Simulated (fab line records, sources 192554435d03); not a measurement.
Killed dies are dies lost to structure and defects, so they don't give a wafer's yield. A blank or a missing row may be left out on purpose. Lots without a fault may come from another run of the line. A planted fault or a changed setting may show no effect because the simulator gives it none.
Chamber matching | flow n5_finfet | N5_BEOL_M14_ILD_DEP_00 on pecvd-04: 3 sister chambers
The step deposits SiO2 from TEOS/O2, target thk 1119.3 nm, time 237.4 s. 6 wafers are shown with their chamber, then 8 later ones without.

WAFERS WITH THEIR CHAMBER
wafer  | chamber | throttle_valve_pct (%) | showerhead_plenum_p_Torr (Torr)
L089.3 | 0       | 20.5                   | 8.37
L089.5 | 2       | 18.1                   | 8.33
L088.1 | 2       | 18.3                   | 8.33
L088.2 | 0       | 20.7                   | 8.39
L088.4 | 1       | 17.7                   | 8.34
L093.3 | 1       | 17.8                   | 8.34

WAFERS WITHOUT THEIR CHAMBER
wafer  | throttle_valve_pct (%) | showerhead_plenum_p_Torr (Torr)
L093.4 | 18.2                   | 8.32
L093.5 | 20.5                   | 8.39
L097.1 | 17.9                   | 8.33
L097.2 | 18.2                   | 8.31
L097.5 | 20.8                   | 8.37
L096.2 | 18.0                   | 8.35
L096.3 | 18.2                   | 8.32
L096.6 | 18.1                   | 8.34

WHICH CHAMBER EACH WENT THROUGH
wafer  | from the rows above     | in truth
L093.4 | 2                       | 2
L093.5 | 0                       | 0
L097.1 | can't be placed: 1 or 2 | 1
L097.2 | 2                       | 2
L097.5 | 0                       | 0
L096.2 | can't be placed: 1 or 2 | 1
L096.3 | 2                       | 2
L096.6 | can't be placed: 2 or 1 | 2
Placed correctly: 5 of 8. Can't be placed from these rows: 3 (the true chamber is among the candidates in 3). Placed wrongly: 0.
How it was worked out, from the rows above alone: a wafer's distance from a chamber is the root of the sum, over the readings, of the square of ((its reading less the chamber's mean) divided by the reading's scatter). The wafer belongs to the nearest chamber; if the next one is less than 2 further off, it can't be placed. A chamber's mean is the mean of its shown wafers. The scatter: the root of (the sum of the squares of (reading less its chamber's mean) over the shown wafers, divided by (wafers less chambers)).
